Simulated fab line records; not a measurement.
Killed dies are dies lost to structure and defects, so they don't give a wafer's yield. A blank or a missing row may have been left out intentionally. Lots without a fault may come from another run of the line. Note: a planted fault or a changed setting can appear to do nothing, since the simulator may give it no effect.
The tool behind it: which one?    flow n5 finfet    10 lots, 30 wafers sampled, at 6 steps of a route of 1938

WHAT EACH GAUGE READ, for each wafer
N5_BEOL_M1_OCD_MEAS_38. Usual: trench depth nm at 55.0 nm, with a standard deviation of 1.2.
lot   measured      on      trench depth nm (nm)  flag
L992  day 6 09:57   ocd-02  53.9 54.3 54.5        
L994  day 7 02:04   ocd-02  54.2 54.5 53.9        
L101  day 8 12:49   ocd-01  54.6 56.9 56.8        
L105  day 10 20:10  ocd-02  - - -                 OFF
L106  day 10 23:58  ocd-02  - - -                 OFF
L107  day 10 23:59  ocd-01  - - -                 OFF
L111  day 11 21:46  ocd-02  57.0 57.3 56.4        
L112  day 12 00:25  ocd-01  55.3 55.0 56.0        
L113  day 11 16:58  ocd-01  53.2 53.8 55.5        
L114  day 12 00:37  ocd-02  54.5 57.0 56.8        

N5_BEOL_M4_RC_MEAS_101. Usual: DIBL_N 36.0 mV/V, standard deviation 1.9; DIBL_P 35.6 mV/V, standard deviation 2.2; IOFF_N 0.15 nA/um, standard deviation 0.031; IOFF_P 0.19 nA/um, standard deviation 0.032; ION_N 668 uA/um, standard deviation 11; ION_P 455 uA/um, standard deviation 7.2; SS_N 71.5 mV/dec, standard deviation 0.65; SS_P 73.4 mV/dec, standard deviation 0.64; VT_N 251 mV, standard deviation 3.6; VT_P -253 mV, standard deviation 3.3.
lot   measured      on         DIBL_N (mV/V)   DIBL_P (mV/V)   IOFF_N (nA/um)  IOFF_P (nA/um)  ION_N (uA/um)  ION_P (uA/um)  SS_N (mV/dec)   SS_P (mV/dec)   VT_N (mV)    VT_P (mV)       flag
L992  day 8 22:11   prober-01  36.4 35.7 37.5  35.6 34.2 36.3  0.15 0.14 0.17  0.21 0.19 0.22  671 664 675    461 460 457    70.7 70.1 71.0  73.6 73.3 73.7  249 251 250  -249 -251 -250  
L994  day 9 06:52   prober-01  34.8 36.2 36.5  34.5 35.2 35.6  0.13 0.15 0.15  0.17 0.17 0.17  647 663 655    445 453 441    71.1 70.9 71.8  72.7 72.5 73.5  252 254 251  -253 -253 -254  
L101  day 12 13:13  prober-02  33.7 35.4 32.5  33.8 35.8 33.3  0.13 0.15 0.12  0.17 0.20 0.17  657 668 651    458 461 450    71.4 71.9 71.5  72.4 73.1 72.8  254 248 256  -252 -252 -252  
L111  day 14 19:54  prober-01  37.3 36.7 38.7  36.5 35.3 39.4  0.17 0.15 0.21  0.20 0.18 0.25  679 665 686    457 451 462    71.4 72.2 72.4  73.6 72.7 73.9  247 250 243  -251 -253 -251  
L112  day 14 10:26  prober-02  35.0 35.7 36.2  34.7 34.8 35.4  0.14 0.15 0.14  0.19 0.18 0.19  672 666 658    460 452 449    71.3 72.6 71.9  73.9 74.2 73.3  254 251 256  -254 -253 -252  
L113  day 14 13:58  prober-02  38.4 35.8 36.5  38.5 34.8 36.0  0.20 0.15 0.17  0.25 0.20 0.22  679 679 675    460 463 465    72.8 71.7 72.1  73.9 73.3 74.1  247 251 250  -249 -251 -252  
L114  day 14 21:43  prober-02  33.1 34.7 34.6  33.5 35.8 37.0  0.11 0.13 0.14  0.13 0.16 0.17  662 666 665    444 443 449    70.6 71.6 71.9  72.9 73.6 74.3  259 255 252  -262 -262 -259  

WHAT TOOL EACH LOT RAN ON (gives the tool, then ch and the chambers of the sampled wafers, and finally the start)
lot   N5_BEOL_M0_ETCH_109                 N5_BEOL_M0_ANNEAL_133         N5_BEOL_M0_CO_CAP_123           N5_BEOL_M1_ILD_DEP_00
L992  rie diel-06 ch 0,1, day 5 22:26     pvd sputter-02, day 6 00:43   cvd co-02 ch 0,2, day 6 01:50   pecvd-03 ch 0,1,2, day 6 02:05
L994  rie diel-01 ch 0,3, day 6 10:17     pvd sputter-01, day 6 13:05   cvd co-02 ch 0,2, day 6 14:14   pecvd-01 ch 1,2, day 6 14:29
L101  rie diel-01 ch 1,2, day 8 02:51     pvd sputter-01, day 8 04:17   cvd co-01 ch 1,2, day 8 05:19   pecvd-01 ch 1,2, day 8 05:33
L105  rie diel-06 ch 0,1,3, day 9 10:47   pvd sputter-03, day 9 11:41   cvd co-02 ch 1,2, day 9 12:49   pecvd-03 ch 0,1,2, day 9 13:05
L106  rie diel-06 ch 1,3, day 9 22:29     pvd sputter-03, day 9 23:29   cvd co-01 ch 0,2, day 10 00:31  pecvd-03 ch 1,2, day 10 00:46
L107  rie diel-06 ch 0,3, day 9 23:30     pvd sputter-02, day 10 00:30  cvd co-02 ch 0,1, day 10 01:31  pecvd-01 ch 0,1, day 10 01:46
L111  rie diel-01 ch 0,1,2, day 10 17:32  pvd sputter-02, day 10 19:37  cvd co-02 ch 1,2, day 10 20:41  pecvd-01 ch 0,1, day 10 20:58
L112  rie diel-01 ch 0,2,3, day 10 19:07  pvd sputter-02, day 10 21:00  cvd co-01 ch 1,2, day 10 22:29  pecvd-03 ch 1,2, day 10 22:44
L113  rie diel-06 ch 1,2, day 10 22:46    pvd sputter-02, day 11 00:58  cvd co-01 ch 1,2, day 11 02:12  pecvd-03 ch 0,1,2, day 11 02:27
L114  rie diel-06 ch 0,1,2, day 11 06:17  pvd sputter-03, day 11 08:43  cvd co-02 ch 0,2, day 11 09:45  pecvd-02 ch 0,1, day 11 10:00
- N5_BEOL_M0_ETCH_109: etches SiCN in CH3F/O2, target depth 8 nm, overetch 2.4 nm, time 27.4 s.
- N5_BEOL_M0_ANNEAL_133: time 60 s.
- N5_BEOL_M0_CO_CAP_123: material Co, precursor CCTBA/H2, target thk 2 nm, time 102.1 s.
- N5_BEOL_M1_ILD_DEP_00: deposits SiOC from DEMS/O2, target thk 79 nm, time 15.3 s.

WHAT THE TOOLS THEMSELVES READ (means of the sampled wafers that have a number; where no wafer has one, the mark that the record gives instead)
N5_BEOL_M0_ETCH_109. Usual: drypump motor current A 5.6 A, standard deviation 0.39; oes product au 0.68 a.u., standard deviation 0.081; rf vpp V 298.0 V, standard deviation 1.4; showerhead plenum p Torr 2.04 Torr, standard deviation 0.058; throttle valve pct 16.2 %, standard deviation 0.35.
lot   tool         drypump motor current A (A)  oes product au (a.u.)  rf vpp V (V)  showerhead plenum p Torr (Torr)  throttle valve pct (%)  flag
L992  rie diel-06  5.4                          0.68                   298.7         2.03                             16.2                    
L994  rie diel-01  5.7                          0.82                   298.8         2.12                             15.9                    
L101  rie diel-01  5.5                          0.66                   299.3         2.08                             16.3                    
L105  rie diel-06  5.2                          0.69                   297.3         1.98                             16.1                    
L106  rie diel-06  5.2                          0.63                   295.4         1.94                             16.4                    
L107  rie diel-06  5.1                          0.72                   297.6         1.99                             15.8                    
L111  rie diel-01  5.7                          0.67                   297.9         2.10                             16.1                    
L112  rie diel-01  5.7                          0.71                   298.9         2.09                             16.0                    
L113  rie diel-06  5.6                          0.75                   297.9         2.03                             16.0                    
L114  rie diel-06  5.5                          0.74                   298.6         2.02                             15.9                    

N5_BEOL_M0_ANNEAL_133. Usual: heater power w at 852 W, with a standard deviation of 79.
lot   tool            heater power w (W)  flag
L992  pvd sputter-02  839                 
L994  pvd sputter-01  852                 
L101  pvd sputter-01  797                 
L105  pvd sputter-03  813                 
L106  pvd sputter-03  947                 
L107  pvd sputter-02  869                 
L111  pvd sputter-02  860                 
L112  pvd sputter-02  912                 
L113  pvd sputter-02  875                 
L114  pvd sputter-03  779                 

N5_BEOL_M0_CO_CAP_123. Usual: heater power w at 243 W, with a standard deviation of 15.
lot   tool       heater power w (W)  flag
L992  cvd co-02  250                 
L994  cvd co-02  244                 
L101  cvd co-01  241                 
L105  cvd co-02  239                 
L106  cvd co-01  257                 
L107  cvd co-02  234                 
L111  cvd co-02  238                 
L112  cvd co-01  243                 
L113  cvd co-01  238                 
L114  cvd co-02  242                 

N5_BEOL_M1_ILD_DEP_00. Usual: chamber pressure Torr 5.002 Torr, standard deviation 0.011; heater power outer w 281 W, standard deviation 40; heater power w 526 W, standard deviation 74; showerhead plenum p Torr 5.690 Torr, standard deviation 0.014; throttle valve pct 11.9 %, standard deviation 0.62.
lot   tool      chamber pressure Torr (Torr)  heater power outer w (W)  heater power w (W)  showerhead plenum p Torr (Torr)  throttle valve pct (%)  flag
L992  pecvd-03  4.997                         270                       510                 5.678                            11.5                    
L994  pecvd-01  5.001                         285                       515                 5.692                            11.8                    
L101  pecvd-01  4.990                         298                       554                 5.698                            11.5                    
L105  pecvd-03  -                             -                         -                   -                                -                       OFF
L106  pecvd-03  -                             -                         -                   -                                -                       OFF
L107  pecvd-01  -                             -                         -                   -                                -                       OFF
L111  pecvd-01  5.007                         316                       561                 5.688                            12.3                    
L112  pecvd-03  5.001                         265                       490                 5.685                            11.5                    
L113  pecvd-03  4.994                         296                       538                 5.687                            11.5                    
L114  pecvd-02  5.000                         230                       453                 5.697                            12.2                    

THE ANSWER, worked out from the rows above alone
Rule: take the mean of a lot's wafers that have a number; if it is more than 3 standard deviations from the usual mean, the lot is off. A lot without any number at a reading at which 4 lots or more have one is off too. Where the step has rows for the other lots, those lots are counted as sound. Order of review: gauges by route order, followed by the tools' own readings, for which a lot's mean as printed above is used. At the first step where some lot is off, the reading lying furthest off is the one used; lots without a number count as furthest.
Off: L105, L106, L107 (N5_BEOL_M1_OCD_MEAS_38, trench depth nm). Without a number there: L105, L106, L107.
If a tool, at a process step before that reading, ran all the lots that are off and no sound lot after the first of them, it fits. Not tried: the gauges at N5_BEOL_M1_OCD_MEAS_38; whatever is off there is also off at N5_BEOL_M1_ILD_DEP_00, on other tools, and gauge error can't account for it. Of those tried, none fits.

WHAT HAD BEEN PUT IN BY THE SIMULATOR
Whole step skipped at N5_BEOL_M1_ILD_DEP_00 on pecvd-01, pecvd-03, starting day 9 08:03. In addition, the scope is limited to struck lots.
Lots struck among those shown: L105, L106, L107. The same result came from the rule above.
